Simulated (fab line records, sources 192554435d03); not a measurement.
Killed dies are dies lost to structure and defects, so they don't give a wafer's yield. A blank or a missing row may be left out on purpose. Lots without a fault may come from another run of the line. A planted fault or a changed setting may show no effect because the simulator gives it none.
Problem report in the 8D (eight disciplines) form, filled by code | flow n5_finfet | the parts of the form that need people (team, actions taken, sign-off) are left out

1. THE PROBLEM
trench_depth_nm at N5_BEOL_M11_OCD_MEAS_38 reads a mean of 98 nm on 1 wafer of 1 lot; wafers without a fault read 148 nm with a standard deviation of 3.3. That is -15 standard deviations from the usual mean.
First seen on wafer L655.5, day 14 21:29, on ocd-02. The record holds 30 wafers of 10 lots with a number at this step. Rule for "out", or "out of limits": more than 4 standard deviations from the usual mean. The other wafers with a number count as sound.

2. WHAT IT IS AND WHAT IT IS NOT
question                    | is                | is not
which readings at this step | trench_depth_nm   | -
which lots                  | L655              | L637, L638, L639, L641, L644, L645, L657, L659, L660
which wafers of those lots  | L655.5            | L655.2, L655.4
read on which gauges        | ocd-02            | ocd-01
when                        | from day 14 21:29 | up to then (20 sound wafers); but 9 sound wafers of L657, L659, L660 came after

3. SUSPECTS, AND WHAT RULES EACH OUT
Counting: a tool at a process step up to the reading stays a suspect if it ran every lot that is out. Sound lots after the first of them don't rule it out here, since some wafers of a struck lot are sound.
- the gauge at N5_BEOL_M11_OCD_MEAS_38: ruled out. All the wafers that are out were read on ocd-02, but those of them that N5_PASSIVATION_PROBE_49 has rows for are out there too, on other tools.
- pvd_sputter-03 at N5_BEOL_M11_HM_DEP_02 (deposits TiN, target thk 20 nm): kept. It ran the lot that is out, L655 (day 14 17:41); its last sound lot up to then is L644 (day 12 01:54).
- rie_diel-04 at N5_BEOL_M11_ETCH_62 (etches SOC in N2/H2, target depth 110 nm, overetch 22 nm, time 165 s): kept. It ran the lot that is out, L655 (day 14 18:14); its last sound lot up to then is L644 (day 12 02:34).
Left after counting: pvd_sputter-03 at N5_BEOL_M11_HM_DEP_02, rie_diel-04 at N5_BEOL_M11_ETCH_62.

4. THE CAUSE (what the simulator had put in)
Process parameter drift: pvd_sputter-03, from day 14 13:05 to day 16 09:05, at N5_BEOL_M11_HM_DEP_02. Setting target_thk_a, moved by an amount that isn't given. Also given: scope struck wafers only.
Counting left 2 suspects, and this tool is among them.

5. THE CHAIN OF EFFECTS, in route order
Each row: a reading whose mean over the struck wafers that have a number lies more than 3 standard deviations from the usual. Only readings for which the record gives a usual standard deviation are gone through. hours: the time from each lot's start at the first step in this table that gives one to its start at this step, as a median over the lots. sigmas: the change in usual standard deviations.
hours | step                    | reading              | usual  | on struck wafers | change | sigmas
0     | N5_BEOL_M11_OCD_MEAS_38 | trench_depth_nm      | 148 nm | 98               | -50    | -15
41    | N5_PASSIVATION_PROBE_49 | defect_limited_yield | 91.4 % | 63.1             | -28.3  | -20
41    | N5_PASSIVATION_PROBE_49 | killed_at_M4_up      | 13     | 365              | +352   | +77
41    | N5_PASSIVATION_PROBE_49 | killed_dies          | 102    | 436              | +334   | +21
41    | N5_PASSIVATION_PROBE_49 | killed_on_rim        | 13     | 58               | +45    | +11
41    | N5_PASSIVATION_PROBE_49 | sort_bin_5_function  | 5.1 %  | 34.1             | +29.0  | +33
41    | N5_PASSIVATION_PROBE_49 | sort_n_pass          | 1078   | 744              | -334   | -21
The process steps in it:
- N5_PASSIVATION_PROBE_49

6. WHAT WOULD HAVE CAUGHT IT SOONER
In this record the first reading out of limits at a measuring or inspecting step was taken at day 14 21:29, 8 hours after the fault began at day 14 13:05.
Of the tool readings at N5_BEOL_M11_HM_DEP_02 for which the record gives a usual standard deviation, none was out on any struck wafer, so an alarm limit of 4 standard deviations on them would not have fired.
All the lots that are out (1) had begun N5_BEOL_M11_HM_DEP_02 on pvd_sputter-03 by day 14 21:29. A hold on the tool at that time would have spared none of them.
